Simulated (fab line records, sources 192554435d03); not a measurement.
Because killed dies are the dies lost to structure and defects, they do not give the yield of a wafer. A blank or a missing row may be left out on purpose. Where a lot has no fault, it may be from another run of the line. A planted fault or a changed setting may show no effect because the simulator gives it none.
fab line records	flow n5_finfet
[record] lots = 9	wafers = 27	last_day = 16
route steps=1938 shown BEOL_M4@1111 BEOL_M15@1819 PASSIVATION@1936
lots untouched by any fault: they come from a run of this same line in which no faults occurred
start_h: start of the lot's first displayed wafer, in hours after the record's first day	wait_h: hours from the lot's prior step to this one	" unchanged from the row above	L1.1+2: one row covering several wafers at once	- either no value or no given start	* or withheld: withheld	< > ~ a bound
route shown NAME@n: a module of which the file shows steps, and the number in the route of the first	usual: mean/standard deviation taken from wafers without a fault	same: alike in all rows	chamber/n: place in a boat	sites: the reading at each site	_std_site: the standard deviation of these	_edge_site: outer sites' mean less inner sites'	radius_mm: how far each site lies from the wafer's centre	mask NAME#n: copy n	behind: the tool/chamber that last shaped the wafer	hold: why the lot went on hold/how many hours it stayed there/how the hold came to an end	device: the n, p or np transistor that did not switch	end of line: tests run on the same wafers once the route is complete	for a step that has no rows: nothing shown but its recipe	killed: the dies lost at the first sort to structure and to defects; this is not the yield of the wafer	map: per-die view of a wafer (x killed, . not killed, _ where there is no die)
set.NAME: setting as actually run; set.NAME@STEP: the setting as run at that earlier step	model.NAME: the simulator's own value behind a step, which no gauge read
steps of the route over a sample of lots; a table a step, a row a wafer
services: the hour from which a tool's chamber was out of use, counted from the record's first day as start_h (under 0 if before that day), plus the number of hours and why
[[steps]]
[step N5_BEOL_M4_RC_MEAS_101]
[usual] DIBL_N = 36.4/1.3	DIBL_P = 36.5/1.7	IOFF_N = 0.154/0.022	IOFF_P = 0.202/0.025	ION_N = 671/9.8	ION_P = 460/6.8	SS_N = 71.6/0.54	SS_P = 73.4/0.58	VT_N = 250.9/2.8	VT_P = -251.4/2.7
lot.wafer	tool	chamber	start_h	wait_h	DIBL_N[mV/V]	DIBL_P[mV/V]	IOFF_N[nA/um]	IOFF_P[nA/um]	ION_N[uA/um]	ION_P[uA/um]	SS_N[mV/dec]	SS_P[mV/dec]	VT_N[mV]	VT_P[mV]
L947.1	prober-01	0	167.88	0.0	39.0	37.2	0.176	0.213	686	469	73.3	74.2	247.0	-251.2
L947.2	"	0	"	"	39.4	37.7	0.183	0.222	683	461	72.5	74.1	247.6	-249.5
L947.6	"	0	"	"	40.5	39.9	0.224	0.259	697	477	72.8	74.2	244.5	-250.8
L954.1	prober-02	0	220.06	0.0	35.0	35.0	0.147	0.186	666	460	71.6	73.4	252.3	-252.5
L954.3	"	0	"	"	35.8	36.2	0.169	0.206	679	465	71.2	73.2	249.0	-253.1
L954.5	"	0	"	"	35.1	34.2	0.147	0.174	666	449	71.5	73.8	252.8	-252.6
L957.2	prober-01	0	220.87	0.2	37.0	36.6	0.162	0.231	680	472	71.5	73.0	248.9	-249.5
L957.3	"	0	"	"	36.2	35.5	0.148	0.208	674	463	71.1	72.7	249.8	-251.7
L957.6	"	0	"	"	35.5	34.2	0.134	0.188	671	462	71.2	71.7	249.6	-250.8
L959.1	prober-01	0	230.23	0.0	35.9	38.8	0.157	0.192	673	458	71.7	73.6	249.1	-254.4
L959.2	"	0	"	"	35.8	39.1	0.153	0.191	665	458	71.6	73.8	251.6	-251.8
L959.3	"	0	"	"	35.6	38.8	0.147	0.182	672	452	71.8	73.1	252.3	-254.5
L960.1	prober-02	0	230.72	0.0	36.2	36.7	0.164	0.205	681	464	71.7	72.6	250.9	-250.8
L960.3	"	0	"	"	35.1	35.4	0.143	0.187	671	459	71.8	72.5	252.5	-251.6
L960.5	"	0	"	"	34.2	33.9	0.132	0.176	671	458	71.3	72.5	251.3	-253.4
L962.1	prober-01	0	261.24	0.0	37.2	35.4	0.176	0.210	665	452	72.6	73.9	250.9	-251.1
L962.2	"	0	"	"	35.0	34.6	0.140	0.197	667	457	72.0	73.3	252.5	-249.8
L962.5	"	0	"	"	36.2	35.3	0.156	0.205	663	456	71.8	73.6	250.5	-248.8
L961.2	prober-02	0	261.57	0.2	35.3	35.9	0.150	0.196	689	471	71.5	73.8	247.1	-252.5
L961.3	"	0	"	"	36.9	37.8	0.181	0.220	689	467	72.5	73.8	248.2	-249.6
L961.5	"	0	"	"	35.7	35.5	0.150	0.189	674	462	71.9	73.2	249.2	-251.8
L965.2	prober-02	0	270.59	0.2	38.0	37.3	0.181	0.232	661	451	72.6	73.1	249.9	-248.6
L965.3	"	0	"	"	37.6	37.1	0.163	0.225	672	461	72.0	73.5	252.3	-251.1
L965.5	"	0	"	"	37.0	36.4	0.157	0.221	671	463	71.7	73.4	250.5	-250.3
L966.1	prober-01	0	282.60	0.0	35.8	35.5	0.135	0.225	662	466	70.9	73.0	253.4	-250.0
L966.3	"	0	"	"	38.0	37.1	0.161	0.260	656	461	72.7	73.9	249.9	-247.8
L966.6	"	0	"	"	36.2	35.9	0.139	0.243	655	458	71.7	73.3	252.5	-245.9
[step N5_BEOL_M15_SPUTTER_43]
[recipe] material = TaN	target_thk_a = 150	temp_c = 50	bias_v = 168.6	power_w = 15000	chamber_pressure_pa = 0.12	time_s = 24.19
[usual] throttle_valve_pct = 29.7/0.99
[same] time_s = 24.19
lot.wafer	tool	chamber	start_h	wait_h	throttle_valve_pct
L947.1	pvd_sputter-01	-	253.97	0.0	30.1
L947.2	"	-	"	"	30.2
L947.6	"	-	"	"	28.6
L960.1	pvd_sputter-03	-	315.70	0.0	31.4
L960.3	"	-	"	"	31.0
L960.5	"	-	"	"	31.4
L957.2	pvd_sputter-02	-	315.71	0.0	29.7
L957.3	"	-	"	"	30.0
L957.6	"	-	"	"	27.7
L954.1	pvd_sputter-01	-	315.72	0.0	28.9
L954.3	"	-	"	"	29.9
L954.5	"	-	"	"	30.1
L959.1	pvd_sputter-03	-	328.72	0.0	28.8
L959.2	"	-	"	"	31.5
L959.3	"	-	"	"	30.8
L961.2	pvd_sputter-01	-	348.06	0.0	28.7
L961.3	"	-	"	"	30.1
L961.5	"	-	"	"	30.1
L962.1	pvd_sputter-01	-	352.92	0.0	29.0
L962.2	"	-	"	"	30.4
L962.5	"	-	"	"	30.1
L965.2	pvd_sputter-02	-	358.00	0.0	27.8
L965.3	"	-	"	"	30.7
L965.5	"	-	"	"	29.9
L966.1	pvd_sputter-03	-	369.67	0.0	29.7
L966.3	"	-	"	"	31.3
L966.6	"	-	"	"	28.8
[step N5_BEOL_M15_ECD_47]
[recipe] material = Cu	target_thk_a = 18600
lot.wafer	tool	chamber	start_h	wait_h
L947.1+2+6	ecd_cu-02	1,0,1	254.25	0.1
L960.1+3+5	ecd_cu-02	0,0,1	315.97	0.1
L957.2+3+6	ecd_cu-01	1,0,0	315.99	0.1
L954.1+3+5	ecd_cu-02	1,1,0	316.19	0.3
L959.1+2+3	ecd_cu-01	1,0,1	328.99	0.1
L961.2+3+5	ecd_cu-02	1,0,1	348.34	0.1
L962.1+2+5	ecd_cu-02	0,1,0	353.20	0.1
L965.2+3+5	ecd_cu-01	0	358.27	0.1
L966.1+3+6	ecd_cu-02	1,0,1	369.95	0.1
[step N5_BEOL_M15_CMP_49]
[recipe] stop_on = SiO2	t_overpolish_s = 4.9	down_force_psi = 2	platen_rpm = 80	clearing_platen_down_force_psi = 2	clearing_platen_rpm = 80	post_cmp_clean = cu_alkaline	target_thk_nm = 850	clearing_platen_pad_velocity_m_s = 1.5917	pad_velocity_m_s = 1.5917
[usual] clearing_platen_down_force_psi = 2.000/0.0043	clearing_platen_rpm = 80.00/0.04	edge_zone_pressure_frac = 1.000/0.0052	motor_current_A = 8.2/0.8
lot.wafer	tool	chamber	start_h	wait_h	clearing_platen_down_force_psi	clearing_platen_rpm	edge_zone_pressure_frac	motor_current_A
L947.1	cmp-01	3	254.84	0.3	1.994	80.05	0.998	8.6
L947.2	"	0	"	"	1.995	79.99	1.006	8.2
L947.6	"	3	"	"	1.997	80.07	0.995	9.1
L960.1	cmp-01	1	316.57	0.3	1.999	80.06	1.001	8.4
L960.3	"	2	"	"	2.002	79.97	0.996	9.2
L960.5	"	0	"	"	1.992	80.06	1.002	8.2
L957.3	cmp-02	3	316.69	0.3	2.004	80.00	1.018	7.1
L957.2	"	2	"	"	2.001	80.01	1.006	7.3
L957.6	"	0	"	"	2.003	80.01	0.999	8.2
L954.3	cmp-01	1	317.42	0.6	2.002	79.98	1.000	8.5
L954.1	"	3	"	"	2.002	80.02	0.998	8.5
L954.5	"	1	"	"	1.996	80.00	1.000	8.7
L959.1	cmp-03	3	329.55	0.3	1.998	80.11	1.005	8.9
L959.3	"	1	"	"	2.002	79.96	0.995	7.2
L959.2	"	2	"	"	2.000	79.97	0.993	8.5
L961.3	cmp-03	2	348.91	0.2	1.993	79.99	0.997	8.6
L961.2	"	0	"	"	2.002	79.90	0.991	8.1
L961.5	"	2	"	"	2.003	80.02	1.001	8.4
L962.1	cmp-02	0	353.74	0.3	2.006	79.96	1.002	8.2
L962.2	"	1	"	"	1.988	80.00	1.006	10.0
L962.5	"	1	"	"	1.995	79.90	0.997	9.7
L965.2	cmp-01	0	359.01	0.2	2.005	80.02	0.998	8.7
L965.3	"	3	"	"	2.004	79.99	0.997	8.3
L965.5	"	0	"	"	2.004	79.99	0.992	8.0
L966.3	cmp-03	0	370.80	0.3	2.010	79.96	1.005	8.1
L966.1	"	2	"	"	2.004	79.91	0.991	8.7
L966.6	"	3	"	"	1.996	79.98	0.999	9.0
[step N5_BEOL_M15_THK_MEAS_50]
[recipe] thk_meas_gauge = xrf	reads = Cu_of_BEOL_M15_ECD_47
[usual] M15_THK = 857/15
lot.wafer	tool	chamber	start_h	wait_h	M15_THK[nm]
L947.1	film_metro-02	-	255.09	-	846
L947.2	"	-	"	"	845
L947.6	"	-	"	"	843
L960.1	film_metro-02	-	316.82	-	859
L960.3	"	-	"	"	880
L960.5	"	-	"	"	852
L957.2	film_metro-01	-	316.98	-	-
L957.3	"	-	"	"	-
L957.6	"	-	"	"	-
L954.1	film_metro-02	-	317.71	-	-
L954.3	"	-	"	"	-
L954.5	"	-	"	"	-
L959.1	film_metro-02	-	329.84	-	891
L959.2	"	-	"	"	863
L959.3	"	-	"	"	860
L961.2	film_metro-01	-	349.17	-	846
L961.3	"	-	"	"	837
L961.5	"	-	"	"	851
L962.1	film_metro-02	-	354.03	-	870
L962.2	"	-	"	"	852
L962.5	"	-	"	"	852
L965.2	film_metro-02	-	359.30	-	865
L965.3	"	-	"	"	849
L965.5	"	-	"	"	846
L966.1	film_metro-01	-	371.05	-	859
L966.3	"	-	"	"	887
L966.6	"	-	"	"	867
[step N5_BEOL_M15_DEP_53]
[recipe] material = SiCN	target_thk_a = 500	temp_c = withheld	precursor = 3MS/NH3	pressure_torr = 3	rf_w = 675	time_s = 17.8
[usual] showerhead_plenum_p_Torr = 4.159/0.02	throttle_valve_pct = 18.5/0.85
[same] time_s = 17.8
lot.wafer	tool	chamber	start_h	wait_h	showerhead_plenum_p_Torr	throttle_valve_pct
L947.1	pecvd-01	2	255.15	0.0	4.171	17.5
L947.2	"	0	"	"	4.153	20.0
L947.6	"	1	"	"	4.141	18.9
L960.1	pecvd-03	1	316.88	0.0	4.196	18.2
L960.3	"	2	"	"	4.145	18.1
L960.5	"	2	"	"	4.130	17.9
L957.2	pecvd-04	0	317.05	0.0	4.170	19.0
L957.3	"	1	"	"	4.128	18.7
L957.6	"	1	"	"	4.136	18.6
L954.1	pecvd-03	0	317.77	0.0	4.164	18.5
L954.3	"	2	"	"	4.142	18.4
L954.5	"	1	"	"	4.201	17.7
L959.1	pecvd-04	1	329.90	0.0	4.128	18.8
L959.2	"	2	"	"	4.165	17.4
L959.3	"	0	"	"	4.168	18.8
L961.2	pecvd-04	2	349.23	0.0	4.177	17.2
L961.3	"	0	"	"	4.174	19.1
L961.5	"	1	"	"	4.123	18.4
L962.1	pecvd-03	0	354.10	0.0	4.163	18.5
L962.2	"	2	"	"	4.134	18.2
L962.5	"	0	"	"	4.162	18.4
L965.2	pecvd-01	1	359.37	0.0	4.141	18.9
L965.3	"	2	"	"	4.159	17.6
L965.5	"	1	"	"	4.153	19.1
L966.1	pecvd-03	0	371.11	0.0	4.161	18.4
L966.3	"	1	"	"	4.206	18.1
L966.6	"	0	"	"	4.164	18.6
[step N5_BEOL_M15_RS_MEAS_54]
[recipe] thk_meas_gauge = four-point-probe	reads = Cu_of_BEOL_M15_ECD_47+Ta_of_BEOL_M15_SPUTTER_44+TaN_of_BEOL_M15_SPUTTER_43
[usual] M15_RS = 0.0214/0.00034
lot.wafer	tool	chamber	start_h	wait_h	M15_RS[ohm/sq]
L947.1	film_metro-01	-	255.22	0.0	0.0215
L947.2	"	-	"	"	0.0214
L947.6	"	-	"	"	0.0215
L960.1	film_metro-02	-	316.95	0.0	0.0215
L960.3	"	-	"	"	0.0209
L960.5	"	-	"	"	0.0217
L957.2	film_metro-02	-	317.11	0.1	32.650
L957.3	"	-	"	"	32.640
L957.6	"	-	"	"	32.728
L954.1	film_metro-02	-	317.84	0.0	31.700
L954.3	"	-	"	"	31.623
L954.5	"	-	"	"	31.508
L959.1	film_metro-01	-	329.97	0.0	0.0207
L959.2	"	-	"	"	0.0214
L959.3	"	-	"	"	0.0214
L961.2	film_metro-02	-	349.30	0.1	0.0216
L961.3	"	-	"	"	0.0219
L961.5	"	-	"	"	0.0216
L962.1	film_metro-02	-	354.16	0.0	0.0209
L962.2	"	-	"	"	0.0214
L962.5	"	-	"	"	0.0215
L965.2	film_metro-02	-	359.43	0.1	0.0211
L965.3	"	-	"	"	0.0215
L965.5	"	-	"	"	0.0215
L966.1	film_metro-02	-	371.18	0.0	0.0214
L966.3	"	-	"	"	0.0207
L966.6	"	-	"	"	0.0213
[step N5_PASSIVATION_PROBE_49]
[usual] defect_limited_yield = 91.1/1.3	killed_at_M0_to_M3 = 34/10	killed_at_M4_up = 14/5.7	killed_at_contacts = 12/5.9	killed_at_front_end = 41/12	killed_at_other = 4/3.1	killed_dies = 105/15	killed_on_rim = 14/4.2	killed_open = 69/11	killed_short = 35/7.8	sort_bin_5_function = 5.3/0.81	sort_bin_6_memory = 3.3/0.75	sort_bin_8_speed = 0.00/0.007	sort_n_pass = 1075/15	sort_yield_pct = 91.1/1.3
[same] gross_dies = 1180	killed_at_back_side = 0	sort_bin_4_leakage[%] = 0
lot.wafer	tool	chamber	start_h	wait_h	defect_limited_yield[%]	killed_at_M0_to_M3	killed_at_M4_up	killed_at_contacts	killed_at_front_end	killed_at_other	killed_dies	killed_on_rim	killed_open	killed_short	sort_bin_5_function[%]	sort_bin_6_memory[%]	sort_bin_8_speed[%]	sort_n_pass	sort_yield_pct[%]
L957.2	prober-02	-	336.19	0.1	0	24	1103	5	37	11	1180	152	58	28	97.5	2.3	0	0	0
L957.3	prober-02	-	336.24	0.1	0	19	1088	16	55	2	1180	152	61	32	95.8	4.0	0	0	0
L957.6	prober-02	-	336.39	0.3	0	19	1078	17	61	5	1180	152	63	43	95.8	3.8	0	0	0
L954.1	prober-01	-	336.50	0.0	0	43	1082	9	44	2	1180	152	71	40	96.5	3.1	0	0	0
L954.3	prober-01	-	336.60	0.1	0	40	1067	20	51	2	1180	152	79	47	95.5	4.2	0	0	0
L954.5	prober-01	-	336.70	0.2	0	34	1081	32	30	3	1180	152	72	41	96.3	3.4	0	0	0
L959.1	prober-02	-	343.66	0.0	91.0	25	21	12	42	6	106	9	66	39	5.0	3.6	0	1074	91.0
L959.2	prober-02	-	343.71	0.1	89.7	37	19	9	52	4	121	17	81	40	6.3	3.7	0	1059	89.7
L959.3	prober-02	-	343.76	0.1	89.4	27	10	15	63	10	125	20	82	41	5.7	4.5	0	1055	89.4
L962.2	prober-02	-	368.54	0.4	92.1	26	20	17	30	0	93	11	62	29	4.8	2.7	0	1087	92.1
// killed by level:class
L957.2 BEOL_M15:area_ecd=1094 FIN_SAQP:geometric_particle:short=8 FIN_SAQP:geometric_particle:open=7 BEOL_M2:geometric_particle:open=7 BEOL_M1:geometric_particle:open=6 DUMMY_GATE:geometric_particle:open=5 MIM_BOT:geometric_particle:open=5 STI_FIN_REVEAL:geometric_particle:open=4
L957.3 BEOL_M15:area_ecd=1086 FIN_SAQP:geometric_particle:short=19 FIN_SAQP:geometric_particle:open=15 MOL_CONTACT_COAG:geometric_particle:open=11 DUMMY_GATE:geometric_particle:open=7 BEOL_M2:geometric_particle:open=7 STI_FIN_REVEAL:geometric_particle:open=6 MOL_CONTACT_COAG:geometric_particle:short=5
L957.6 BEOL_M15:area_ecd=1073 FIN_SAQP:geometric_particle:short=16 FIN_SAQP:geometric_particle:open=13 MOL_CONTACT_COAG:geometric_particle:open=11 BEOL_M3:geometric_particle:open=9 MOL_CONTACT_COAG:geometric_particle:short=6 DUMMY_GATE:geometric_particle:open=5 GATE_CUT:geometric_particle:open=5
L954.1 BEOL_M15:area_ecd=1069 FIN_SAQP:geometric_particle:open=10 MOL_CONTACT_COAG:geometric_particle:open=8 FIN_SAQP:geometric_particle:short=7 GATE_CUT:geometric_particle:short=7 BEOL_M0_SAQP:geometric_particle:short=7 BEOL_M1:geometric_particle:open=7 BEOL_M3:geometric_particle:open=7
L954.3 BEOL_M15:area_ecd=1054 FIN_SAQP:geometric_particle:short=18 MOL_CONTACT_COAG:geometric_particle:open=17 FIN_SAQP:geometric_particle:open=8 BEOL_M0_SAQP:geometric_particle:short=8 BEOL_M3:geometric_particle:open=7 STI_FIN_REVEAL:geometric_particle:open=6 BEOL_M1:geometric_particle:open=6
L954.5 BEOL_M15:area_ecd=1067 MOL_CONTACT_COAG:geometric_particle:open=25 FIN_SAQP:geometric_particle:open=9 MOL_CONTACT_COAG:geometric_particle:short=7 BEOL_M0_SAQP:geometric_particle:open=7 BEOL_M1:geometric_particle:open=6 BEOL_M0_SAQP:geometric_particle:short=6 FIN_SAQP:geometric_particle:short=5
L959.1 BEOL_M4:geometric_particle:open=12 MOL_CONTACT_COAG:geometric_particle:open=10 FIN_SAQP:geometric_particle:short=8 FIN_SAQP:geometric_particle:open=7 BEOL_M0_SAQP:geometric_particle:open=6 STI_FIN_REVEAL:geometric_particle:open=5 ILD0:geometric_particle:short=5 BEOL_M1:geometric_particle:open=5
L959.2 FIN_SAQP:geometric_particle:short=12 STI_FIN_REVEAL:geometric_particle:open=12 FIN_SAQP:geometric_particle:open=11 BEOL_M4:geometric_particle:open=11 BEOL_M0_SAQP:geometric_particle:open=10 BEOL_M2:geometric_particle:open=8 BEOL_M0_SAQP:geometric_particle:short=8 MOL_CONTACT_COAG:geometric_particle:open=7
L959.3 STI_FIN_REVEAL:geometric_particle:open=16 MOL_CONTACT_COAG:geometric_particle:open=12 FIN_SAQP:geometric_particle:open=10 GATE_CUT:geometric_particle:short=8 BEOL_M4:geometric_particle:open=8 BEOL_M0_SAQP:geometric_particle:short=7 STARTING-WAFER:geometric_particle:open=7 BEOL_M2:geometric_particle:open=6
L962.2 MOL_CONTACT_COAG:geometric_particle:open=15 STI_FIN_REVEAL:geometric_particle:open=10 BEOL_M4:geometric_particle:open=8 ILD0:geometric_particle:short=7 BEOL_M1:geometric_particle:open=7 BEOL_M0_SAQP:geometric_particle:short=7 BEOL_M2:geometric_particle:open=5 BEOL_M0_SAQP:geometric_particle:open=4
[[services]]
tool	chamber	start_h	hours	kind
ecd_cu-01	-	238.54	2.6	repair
cmp-03	-	239.57	5.5	pm
pecvd-03	2	239.61	5.5	scheduled_down
pecvd-01	-	240.01	0.7	repair
pecvd-04	2	241.44	2.1	scheduled_down
cmp-01	-	245.32	0.2	repair
cmp-02	-	248.33	0.2	repair
cmp-03	-	250.58	1.7	repair
pecvd-03	-	255.30	4.5	repair
pecvd-01	1	275.40	12.4	repair
ecd_cu-01	-	283.32	1.8	repair
ecd_cu-02	-	296.65	2.2	repair
cmp-03	-	306.34	17.7	pm
pecvd-01	0	310.41	16.1	repair
cmp-01	-	312.53	4.0	pm
cmp-01	-	316.53	-	consumable_replace:conditioner
cmp-01	-	316.53	-	consumable_replace:pad
pecvd-04	0	319.25	2.1	scheduled_down
cmp-01	-	323.65	2.2	repair
cmp-01	-	331.05	0.6	repair
cmp-02	-	342.73	5.0	pm
pecvd-01	1	347.21	5.5	scheduled_down
cmp-01	-	350.54	2.7	repair
pecvd-03	-	354.52	5.5	pm
[[key]]
[first_sign] step = N5_BEOL_M15_THK_MEAS_50	reading = M15_THK	direction = missing
[effect] step = N5_BEOL_M15_RS_MEAS_54	reading = M15_RS	direction = up	sigmas = 99+	usual = 0.0214	struck = 32.142
[effect] step = N5_PASSIVATION_PROBE_49	reading = killed_at_M4_up	direction = up	sigmas = 99+	usual = 14	struck = 1083
[more_kills_born_at] N5_BEOL_M15_ECD_47@ecd_cu-01 = 3253	N5_BEOL_M15_ECD_47@ecd_cu-02 = 3190
met_at N5_BEOL_M15_ECD_47
struck_lots L954,L957
later_rows_left_out L954.1,L954.3,L954.5,L957.2,L957.3,L957.6
not_acting_at N5_BEOL_M15_SPUTTER_43,N5_BEOL_M15_CMP_49,N5_BEOL_M15_DEP_53
onset_between 254.25 315.99
[fault] kind = skipped_step_whole	tool = ecd_cu-01,ecd_cu-02	chamber = -	onset_h = 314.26	steps = N5_BEOL_M15_ECD_47	scope = struck_lots_only
// later_rows_left_out: the simulator's readings of these wafers behind a module that went badly wrong aren't trusted and aren't shown, but for the sort
